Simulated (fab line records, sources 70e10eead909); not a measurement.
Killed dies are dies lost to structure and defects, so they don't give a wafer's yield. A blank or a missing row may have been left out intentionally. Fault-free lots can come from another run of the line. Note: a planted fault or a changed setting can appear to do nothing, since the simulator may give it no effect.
Which of the tools did it? + flow nand harc + 7 lots with 21 wafers sampled at 4 steps, on a route of 1159 steps

## WHAT THE GAUGES READ, wafer by wafer
NHARC_P_M1_THK_MEAS_24: measures by xrf.
| lot  | measured     | on            | thk nm (nm)       |
|------|--------------|---------------|-------------------|
| L358 | day 6 04:59  | film metro-01 | 159.4 160.0 157.8 |
| L362 | day 7 07:05  | film metro-01 | 159.6 159.1 157.5 |
| L363 | day 7 16:40  | film metro-02 | 159.6 159.6 158.1 |
| L367 | day 8 17:40  | film metro-02 | 160.5 157.6 156.4 |
| L369 | day 9 09:18  | film metro-02 | 159.1 158.4 157.5 |
| L373 | day 10 07:27 | film metro-01 | 158.2 157.3 120.6 |
| L380 | day 11 21:14 | film metro-02 | 155.7 156.3 156.3 |

## WHICH TOOL RAN EACH LOT (tool, then ch and the chambers of the sampled wafers, then the start)
| lot  | NHARC_P_M1_DESCUM_14               | NHARC_P_M1_ECD_22              | NHARC_P_M1_CMP_23             |
|------|------------------------------------|--------------------------------|-------------------------------|
| L358 | rie diel-01 ch 2,3, day 6 02:32    | ecd cu-02 ch 0,1, day 6 04:00  | cmp-04 ch 0,1,3, day 6 04:40  |
| L362 | rie diel-07 ch 0,2,3, day 7 04:19  | ecd cu-02 ch 0,1, day 7 06:10  | cmp-04 ch 0,3, day 7 06:48    |
| L363 | rie diel-08 ch 0,3, day 7 13:47    | ecd cu-01 ch 0,1, day 7 15:40  | cmp-04 ch 0,1, day 7 16:21    |
| L367 | rie diel-08 ch 1,2, day 8 15:13    | ecd cu-01 ch 0,1, day 8 16:44  | cmp-04 ch 0,3, day 8 17:23    |
| L369 | rie diel-08 ch 1,2,3, day 9 06:53  | ecd cu-02 ch 0,1, day 9 08:16  | cmp-04 ch 1,2,3, day 9 08:59  |
| L373 | rie diel-07 ch 0,1,3, day 10 04:59 | ecd cu-02 ch 0,1, day 10 06:31 | cmp-03 ch 0,3, day 10 07:08   |
| L380 | rie diel-01 ch 0,1,2, day 11 18:50 | ecd cu-01 ch 0,1, day 11 20:15 | cmp-04 ch 0,1,3, day 11 20:57 |
- NHARC_P_M1_DESCUM_14: chemistry O2, time 3 s.
- NHARC_P_M1_ECD_22: material Cu, target thk 400 nm.
- NHARC_P_M1_CMP_23: polishes, t overpolish 20 s, target thk 157.82 nm.

## THE ANSWER, worked out from the rows above alone
Rule: what is usual is taken from the lots themselves. Put in order of their means at a reading, lots are off if they are a third of the lots or fewer, leave a main group of 4 or more, and stand apart from it by a gap of 3 or more times the standard deviation of the main group's means; of several such gaps the widest counts. A main group is skipped when, at the precision printed for the reading in the tables above, its means are all equal. Also off: a lot with no number at a reading for which 4 or more lots have one. All remaining lots with rows at the step are treated as sound.
Off: L373 (NHARC_P_M1_THK_MEAS_24, thk nm). The main group: mean 158.2 nm, standard deviation 1.
If a tool, at a process step before that reading, ran all the lots that are off and no sound lot after the first of them, it fits. Those tools and the gauges at NHARC_P_M1_THK_MEAS_24 are tried in the same way. Can't be told from this: 4 tools fit, rie diel-07 at NHARC_P_M1_DESCUM_14, ecd cu-02 at NHARC_P_M1_ECD_22, cmp-03 at NHARC_P_M1_CMP_23, film metro-01 at NHARC_P_M1_THK_MEAS_24.

## WHAT HAD BEEN PUT IN BY THE SIMULATOR
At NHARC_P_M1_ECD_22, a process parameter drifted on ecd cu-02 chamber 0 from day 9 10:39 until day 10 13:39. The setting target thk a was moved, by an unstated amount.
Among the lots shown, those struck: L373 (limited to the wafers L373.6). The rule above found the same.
